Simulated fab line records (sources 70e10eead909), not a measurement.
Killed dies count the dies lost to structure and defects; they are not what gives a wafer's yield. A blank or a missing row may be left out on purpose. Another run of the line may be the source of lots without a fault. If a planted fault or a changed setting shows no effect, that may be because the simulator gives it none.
Matching of chambers / flow nand_harc / rie_diel-03 running NHARC_A_M1_STRIP_18: 4 sister chambers
The step strips in N2/H2. 14 wafers are shown with their chamber, then 7 later ones without.

WAFERS PAIRED WITH THEIR CHAMBERS
wafer=L484.1; chamber=1; drypump_motor_current_A (A)=5.3; n2_flow_sccm (sccm)=150.4; rf_vpp_V (V)=89.6
wafer=L484.3; chamber=0; drypump_motor_current_A (A)=5.5; n2_flow_sccm (sccm)=149.9; rf_vpp_V (V)=90.2
wafer=L484.6; chamber=2; drypump_motor_current_A (A)=5.9; n2_flow_sccm (sccm)=150.2; rf_vpp_V (V)=90.2
wafer=L483.1; chamber=2; drypump_motor_current_A (A)=5.8; n2_flow_sccm (sccm)=150.5; rf_vpp_V (V)=89.2
wafer=L483.4; chamber=0; drypump_motor_current_A (A)=5.5; n2_flow_sccm (sccm)=148.8; rf_vpp_V (V)=91.0
wafer=L483.6; chamber=3; drypump_motor_current_A (A)=6.0; n2_flow_sccm (sccm)=149.7; rf_vpp_V (V)=89.0
wafer=L487.1; chamber=1; drypump_motor_current_A (A)=5.3; n2_flow_sccm (sccm)=150.0; rf_vpp_V (V)=88.6
wafer=L487.2; chamber=0; drypump_motor_current_A (A)=5.5; n2_flow_sccm (sccm)=149.6; rf_vpp_V (V)=91.5
wafer=L487.3; chamber=2; drypump_motor_current_A (A)=5.9; n2_flow_sccm (sccm)=150.6; rf_vpp_V (V)=90.7
wafer=L498.1; chamber=0; drypump_motor_current_A (A)=5.5; n2_flow_sccm (sccm)=149.9; rf_vpp_V (V)=91.6
wafer=L498.5; chamber=3; drypump_motor_current_A (A)=6.0; n2_flow_sccm (sccm)=149.8; rf_vpp_V (V)=89.7
wafer=L498.6; chamber=0; drypump_motor_current_A (A)=5.5; n2_flow_sccm (sccm)=149.4; rf_vpp_V (V)=89.3
wafer=L497.2; chamber=0; drypump_motor_current_A (A)=5.6; n2_flow_sccm (sccm)=149.1; rf_vpp_V (V)=90.7
wafer=L497.5; chamber=3; drypump_motor_current_A (A)=6.0; n2_flow_sccm (sccm)=149.5; rf_vpp_V (V)=90.8

SIGNATURES (means of the wafers above)
reading=drypump_motor_current_A; chamber 0=5.517; chamber 1=5.300; chamber 2=5.867; chamber 3=6.000; scatter within a chamber=0.0387
reading=n2_flow_sccm; chamber 0=149.450; chamber 1=150.200; chamber 2=150.433; chamber 3=149.667; scatter within a chamber=0.345
reading=rf_vpp_V; chamber 0=90.717; chamber 1=89.100; chamber 2=90.033; chamber 3=89.833; scatter within a chamber=0.84
Rule: for a wafer and a chamber, the distance is found by dividing, reading by reading, the gap between the wafer's reading and the chamber's mean by the reading's scatter, squaring, summing and taking the root. If the next closest chamber is less than 2 further off than the closest, the wafer can't be placed; otherwise it belongs to the closest. The scatter: the root of (the sum of the squares of (reading less its chamber's mean) over the shown wafers, divided by (wafers less chambers)).

WAFERS WITHOUT THEIR CHAMBER
wafer=L497.6; drypump_motor_current_A (A)=5.9; n2_flow_sccm (sccm)=149.7; rf_vpp_V (V)=90.0
wafer=L500.1; drypump_motor_current_A (A)=5.9; n2_flow_sccm (sccm)=149.8; rf_vpp_V (V)=90.2
wafer=L500.4; drypump_motor_current_A (A)=6.1; n2_flow_sccm (sccm)=149.7; rf_vpp_V (V)=90.7
wafer=L500.6; drypump_motor_current_A (A)=5.3; n2_flow_sccm (sccm)=149.7; rf_vpp_V (V)=88.8
wafer=L502.1; drypump_motor_current_A (A)=5.3; n2_flow_sccm (sccm)=150.3; rf_vpp_V (V)=89.1
wafer=L502.2; drypump_motor_current_A (A)=5.5; n2_flow_sccm (sccm)=150.4; rf_vpp_V (V)=91.8
wafer=L502.4; drypump_motor_current_A (A)=5.8; n2_flow_sccm (sccm)=150.1; rf_vpp_V (V)=88.7

CHAMBER TAKEN BY EACH
wafer=L497.6; from the rows above=can't be placed: 2 or 3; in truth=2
wafer=L500.1; from the rows above=can't be placed: 2 or 3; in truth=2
wafer=L500.4; from the rows above=3; in truth=3
wafer=L500.6; from the rows above=1; in truth=1
wafer=L502.1; from the rows above=1; in truth=1
wafer=L502.2; from the rows above=0; in truth=0
wafer=L502.4; from the rows above=2; in truth=2
5 of 7 placed correctly. These rows do not allow placing 2 (true chamber among the candidates in 2). Placed wrongly: 0.
